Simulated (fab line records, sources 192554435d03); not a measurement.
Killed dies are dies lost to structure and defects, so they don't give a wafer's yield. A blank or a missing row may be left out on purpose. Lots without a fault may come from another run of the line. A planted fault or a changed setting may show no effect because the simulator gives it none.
One fault seen from 3 desks | flow n5_finfet | each desk has only its own numbers; what lay behind them comes last

THE DEFECT DESK
What the inspections along the route counted, lot by lot: means of the sampled wafers that have a number. A lot is out of limits, marked OUT, if its mean lies more than 4 standard deviations from the usual mean; the brackets give that distance.
Columns: A = raw_defect_count at N5_BEOL_M10_INSPECT_30, usual 398
lot  | first seen here | A
L708 | day 9 21:37     | 334
L710 | day 10 15:45    | 494
L711 | day 10 17:07    | 489
L712 | day 11 00:50    | 393
L715 | day 11 17:25    | 468
L713 | day 11 18:47    | 318
L716 | day 12 03:49    | 379
L717 | day 12 16:51    | 305
L722 | day 13 16:41    | 444
L727 | day 15 02:35    | 372
L726 | day 15 02:46    | 338
L729 | day 15 10:19    | 326
L730 | day 15 13:06    | 479
This desk's finding: nothing out of limits on any of the 13 lots.

THE TOOL OWNER'S DESK: ald_metal-02
The tool's own readings at N5_BEOL_M10_ALD_74 (deposits TaN, target thk 2 nm, pulse time 2 s, purge time 3 s): means of the sampled wafers that have a number, for each lot that ran on this tool. A lot is out of limits, marked OUT, if its mean lies more than 4 standard deviations from the usual mean; the brackets give that distance.
Columns: A = heater_power_w at N5_BEOL_M10_ALD_74, usual 408 W
lot  | first seen here | A
L708 | day 9 23:07     | 396
L712 | day 11 02:13    | 421
L713 | day 11 21:54    | 415
L716 | day 12 05:11    | 409
L722 | day 13 18:07    | 384
L727 | day 15 03:59    | 394
L726 | day 15 04:27    | 403
This desk's finding: nothing out of limits on any of the 7 lots.

THE METROLOGY DESK
What the gauges read, lot by lot, whatever tool the lot ran on: means of the sampled wafers that have a number. A lot is out of limits, marked OUT, if its mean lies more than 4 standard deviations from the usual mean; the brackets give that distance.
Columns: A = cd_nm at N5_BEOL_M10_CD_MEAS_35, usual 70.2 nm
lot  | first seen here | A
L708 | day 9 22:17     | 70.5
L710 | day 10 16:42    | 69.8
L711 | day 10 17:49    | 69.9
L712 | day 11 01:31    | 69.5
L715 | day 11 18:11    | 69.7
L713 | day 11 19:28    | 70.8
L716 | day 12 04:29    | 69.9
L717 | day 12 17:32    | 71.7
L722 | day 13 17:22    | 70.3
L727 | day 15 03:16    | 69.8
L726 | day 15 03:26    | 69.2
L729 | day 15 11:01    | 70.8
L730 | day 15 14:02    | 71.0
This desk's finding: nothing out of limits on any of the 13 lots.

PUT TOGETHER
The defect desk saw nothing out of limits.
The tool owner's desk saw nothing out of limits.
The metrology desk saw nothing out of limits.

WHAT THE SIMULATOR HAD PUT IN
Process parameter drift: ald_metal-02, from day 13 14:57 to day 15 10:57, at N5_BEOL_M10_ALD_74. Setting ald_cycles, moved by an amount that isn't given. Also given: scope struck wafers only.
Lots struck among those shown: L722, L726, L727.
